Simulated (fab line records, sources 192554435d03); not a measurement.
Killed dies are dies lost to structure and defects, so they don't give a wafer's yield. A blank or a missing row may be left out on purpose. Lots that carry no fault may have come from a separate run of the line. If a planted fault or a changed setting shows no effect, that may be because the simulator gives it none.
Matching of chambers    flow n5Finfet    rieDiel-03 running N5_BEOL_M5_ETCH_62: 4 sister chambers
The step etches SOC in N2/H2, target depth 75 nm, overetch 15 nm, time 112.5 s. 8 wafers are shown with their chamber, then 8 later ones without.

## WAFERS WITH THEIR CHAMBER
wafer   chamber  drypumpMotorCurrentA (A)  throttleValvePct (%)
L080.5  0        5.2                       18.08
L081.1  2        5.4                       18.07
L083.5  1        5.9                       17.70
L083.6  3        4.8                       17.97
L086.1  2        5.4                       18.09
L086.2  3        4.7                       17.98
L086.3  1        5.9                       17.70
L090.3  0        5.2                       17.67

## WAFERS WHOSE CHAMBER IS MISSING
wafer   drypumpMotorCurrentA (A)  throttleValvePct (%)
L090.5  5.9                       17.72
L090.6  5.4                       18.11
L093.1  6.0                       17.72
L093.3  5.4                       18.10
L093.6  5.9                       17.74
L095.3  5.9                       17.73
L095.4  5.9                       17.73
L095.5  5.2                       17.67

## WHICH CHAMBER EACH WENT THROUGH
wafer   from the rows above  in truth
L090.5  1                    1
L090.6  2                    2
L093.1  1                    1
L093.3  2                    2
L093.6  1                    1
L095.3  1                    1
L095.4  1                    1
L095.5  0                    0
Correctly placed: 8 of 8. Number that these rows cannot place: 0. Wrongly placed: 0.
How it was worked out, from the rows above alone: a wafer's distance from a chamber is the root of the sum, over the readings, of the square of ((its reading less the chamber's mean) divided by the reading's scatter). If the next closest chamber is less than 2 further off than the closest, the wafer can't be placed; otherwise it belongs to the closest. For every chamber, the mean is computed from those of its wafers that are shown. The scatter: the root of (the sum of the squares of (reading less its chamber's mean) over the shown wafers, divided by (wafers less chambers)).
